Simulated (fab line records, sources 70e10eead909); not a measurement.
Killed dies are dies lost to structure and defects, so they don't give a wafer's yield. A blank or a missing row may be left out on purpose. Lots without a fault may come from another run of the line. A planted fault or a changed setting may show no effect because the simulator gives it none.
Which tool did it? | flow nand_harc | 11 lots, 33 wafers sampled, at 3 steps of a route of 1302

WHAT THE GAUGES READ, wafer by wafer
NHARC_P_GATE_CD_MEAS_59: target cd 720 nm.
lot  | measured     | on        | cd_nm (nm)
L867 | day 6 15:39  | cd_sem-03 | 723.2 723.6 722.2
L869 | day 7 13:52  | cd_sem-03 | 721.0 720.2 722.7
L873 | day 9 04:53  | cd_sem-03 | 720.9 719.7 721.1
L874 | day 10 00:23 | cd_sem-01 | 722.0 721.9 722.0
L875 | day 10 02:47 | cd_sem-03 | 718.2 717.4 719.4
L876 | day 10 16:30 | cd_sem-02 | 718.5 720.0 717.1
L877 | day 11 02:04 | cd_sem-02 | 719.1 719.3 721.2
L879 | day 11 19:34 | cd_sem-03 | 723.2 720.6 720.3
L880 | day 12 08:53 | cd_sem-02 | 719.4 721.7 721.7
L882 | day 13 05:11 | cd_sem-01 | 721.6 721.3 719.2
L887 | day 14 23:23 | cd_sem-01 | 722.2 720.7 721.2

NHARC_P_M0_CD_MEAS_09: target cd 90 nm.
lot  | measured     | on        | cd_nm (nm)
L867 | day 7 02:17  | cd_sem-01 | 88.7 89.6 90.5
L869 | day 8 00:50  | cd_sem-03 | 89.8 90.3 89.3
L873 | day 9 15:23  | cd_sem-03 | 90.3 89.9 88.9
L874 | day 10 10:43 | cd_sem-03 | 104.3 103.9 104.0 103.7 103.4 104.8
L875 | day 10 13:16 | cd_sem-03 | 101.5 101.4 101.5 101.9 101.0 101.5
L876 | day 11 03:17 | cd_sem-03 | 89.5 89.7 89.3
L877 | day 11 12:52 | cd_sem-03 | 99.9 100.4 99.7 99.7 100.0 99.5
L879 | day 12 06:11 | cd_sem-03 | 89.5 88.8 89.6
L880 | day 12 19:44 | cd_sem-03 | 90.3 89.7 90.0
L882 | day 13 15:58 | cd_sem-02 | 89.4 89.2 89.3
L887 | day 15 09:48 | cd_sem-01 | 89.0 90.0 89.4

WHICH TOOL RAN EACH LOT (tool, then ch and the chambers of the sampled wafers, then the start)
lot  | NHARC_P_M0_EXPOSE_06
L867 | arfi_scanner-03 ch 0, day 7 02:08
L869 | arfi_scanner-02 ch 0, day 8 00:42
L873 | arfi_scanner-02 ch 0, day 9 15:14
L874 | arfi_scanner-02 ch 0, day 10 10:34
L875 | arfi_scanner-02 ch 0, day 10 13:08
L876 | arfi_scanner-01 ch 0, day 11 03:10
L877 | arfi_scanner-02 ch 0, day 11 12:43
L879 | arfi_scanner-03 ch 0, day 12 06:02
L880 | arfi_scanner-01 ch 0, day 12 19:35
L882 | arfi_scanner-03 ch 0, day 13 15:49
L887 | arfi_scanner-01 ch 0, day 15 09:40
- NHARC_P_M0_EXPOSE_06: exposes mask P M0, target cd 90 nm.

WHAT THE TOOLS THEMSELVES READ (means of the sampled wafers that have a number; where no wafer has one, the mark that the record gives instead)
NHARC_P_M0_EXPOSE_06.
lot  | tool            | exposure_dose_mJ_cm2 | focus_offset_nm (nm) | reticle_temp_C (C)
L867 | arfi_scanner-03 | 82.3                 | -0.3                 | 23.07
L869 | arfi_scanner-02 | 81.2                 | 0.6                  | 23.07
L873 | arfi_scanner-02 | 81.2                 | 0.6                  | 22.97
L874 | arfi_scanner-02 | 103.2                | -0.4                 | 22.91
L875 | arfi_scanner-02 | 98.9                 | 0.1                  | 23.25
L876 | arfi_scanner-01 | 82.8                 | -0.6                 | 23.02
L877 | arfi_scanner-02 | 95.2                 | -0.3                 | 23.08
L879 | arfi_scanner-03 | 82.2                 | -0.0                 | 22.90
L880 | arfi_scanner-01 | 82.8                 | -0.1                 | 23.05
L882 | arfi_scanner-03 | 82.4                 | 0.0                  | 22.89
L887 | arfi_scanner-01 | 82.8                 | -0.4                 | 23.07

THE ANSWER, worked out from the rows above alone
Rule: what is usual is taken from the lots themselves. Put in order of their means at a reading, lots are off if they are a third of the lots or fewer, leave a main group of 4 or more, and stand apart from it by a gap of 3 or more times the standard deviation of the main group's means; of several such gaps the widest counts. A main group whose means are all the same, to the digits that the tables above print for the reading, isn't used. A lot without any number at a reading at which 4 lots or more have one is off too. The other lots that the step has rows for count as sound. The gauges are gone through in route order, then the tools' own readings, and for those a lot's mean is taken as printed above. The first step at which some lot is off is used, and at that step the reading that is off furthest; a lot without a number counts as furthest.
Off: L874, L875, L877, at NHARC_P_M0_CD_MEAS_09 (cd_nm). The main group: mean 89.6 nm, standard deviation 0.23.
A tool fits if, at a process step before that reading, it ran every lot that is off, and no sound lot after the first of them. The gauges at NHARC_P_M0_CD_MEAS_09 aren't tried: what is off there is off at NHARC_P_M0_EXPOSE_06 too, on other tools, and a gauge's error can't cause that. One fits: arfi_scanner-02 at NHARC_P_M0_EXPOSE_06. Its last sound lot is L873 (day 9 15:14), its first lot that is off L874 (day 10 10:34): a fault that began between those two fits.
The tool's own readings at NHARC_P_M0_EXPOSE_06 bear it out: on the lots that are off they differ by more than 5 times the standard deviation of the sound lots' means. exposure_dose_mJ_cm2 reads 99.1 there against 82.2 on the sound lots.

WHAT THE SIMULATOR HAD PUT IN
Process parameter drift: arfi_scanner-02, from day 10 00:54 on, at NHARC_P_M0_EXPOSE_06. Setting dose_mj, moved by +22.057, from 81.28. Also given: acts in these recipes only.
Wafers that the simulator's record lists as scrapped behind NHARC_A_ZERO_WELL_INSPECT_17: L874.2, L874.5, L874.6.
Lots struck among those shown: L874, L875, L877. The rule above found the same.
